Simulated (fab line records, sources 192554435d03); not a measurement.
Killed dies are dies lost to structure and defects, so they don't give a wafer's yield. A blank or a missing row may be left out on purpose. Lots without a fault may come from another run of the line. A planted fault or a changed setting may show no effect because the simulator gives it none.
Chamber matching | flow n5_finfet | N5_MOL_CONTACT_COAG_ETCH_90 on rie_diel-05: 4 sister chambers
The step etches SiARC in CF4, target depth 13 nm, time 21.7 s. 14 wafers are shown with their chamber, then 7 later ones without.

WAFERS WITH THEIR CHAMBER
wafer  | chamber | showerhead_plenum_p_Torr (Torr) | drypump_motor_current_A (A) | throttle_valve_pct (%)
L083.1 | 3       | 2.09                            | 4.7                         | 15.62
L083.2 | 0       | 2.06                            | 5.1                         | 15.40
L083.4 | 1       | 2.10                            | 5.8                         | 15.77
L089.1 | 2       | 2.15                            | 5.9                         | 15.81
L089.3 | 0       | 2.06                            | 5.1                         | 15.43
L089.6 | 3       | 2.09                            | 4.7                         | 15.65
L090.2 | 3       | 2.09                            | 4.7                         | 15.68
L090.4 | 0       | 2.06                            | 5.1                         | 15.43
L090.5 | 0       | 2.06                            | 5.2                         | 15.44
L091.1 | 2       | 2.15                            | 6.0                         | 15.82
L091.4 | 1       | 2.09                            | 5.8                         | 15.81
L091.6 | 3       | 2.09                            | 4.7                         | 15.67
L092.1 | 0       | 2.06                            | 5.2                         | 15.46
L092.4 | 2       | 2.15                            | 6.0                         | 15.82

SIGNATURES (means of the wafers above)
reading                  | chamber 0 | chamber 1 | chamber 2 | chamber 3 | scatter within a chamber
showerhead_plenum_p_Torr | 2.0600    | 2.0950    | 2.1500    | 2.0900    | 0.00224
drypump_motor_current_A  | 5.140     | 5.800     | 5.967     | 4.700     | 0.0432
throttle_valve_pct       | 15.4320   | 15.7900   | 15.8167   | 15.6550   | 0.022
Rule: a wafer's distance from a chamber is the root of the sum, over the readings, of the square of ((its reading less the chamber's mean) divided by the reading's scatter). The wafer belongs to the nearest chamber; if the next one is less than 2 further off, it can't be placed. The scatter: the root of (the sum of the squares of (reading less its chamber's mean) over the shown wafers, divided by (wafers less chambers)).

WAFERS WITHOUT THEIR CHAMBER
wafer  | showerhead_plenum_p_Torr (Torr) | drypump_motor_current_A (A) | throttle_valve_pct (%)
L092.5 | 2.08                            | 4.7                         | 15.67
L093.3 | 2.09                            | 5.9                         | 15.82
L093.4 | 2.08                            | 4.7                         | 15.67
L093.5 | 2.08                            | 4.7                         | 15.66
L097.2 | 2.14                            | 5.9                         | 15.83
L097.3 | 2.05                            | 5.2                         | 15.47
L097.4 | 2.08                            | 4.7                         | 15.69

WHICH CHAMBER EACH WENT THROUGH
wafer  | from the rows above | in truth
L092.5 | 3                   | 3
L093.3 | 1                   | 1
L093.4 | 3                   | 3
L093.5 | 3                   | 3
L097.2 | 2                   | 2
L097.3 | 0                   | 0
L097.4 | 3                   | 3
Placed correctly: 7 of 7. Can't be placed from these rows: 0. Placed wrongly: 0.
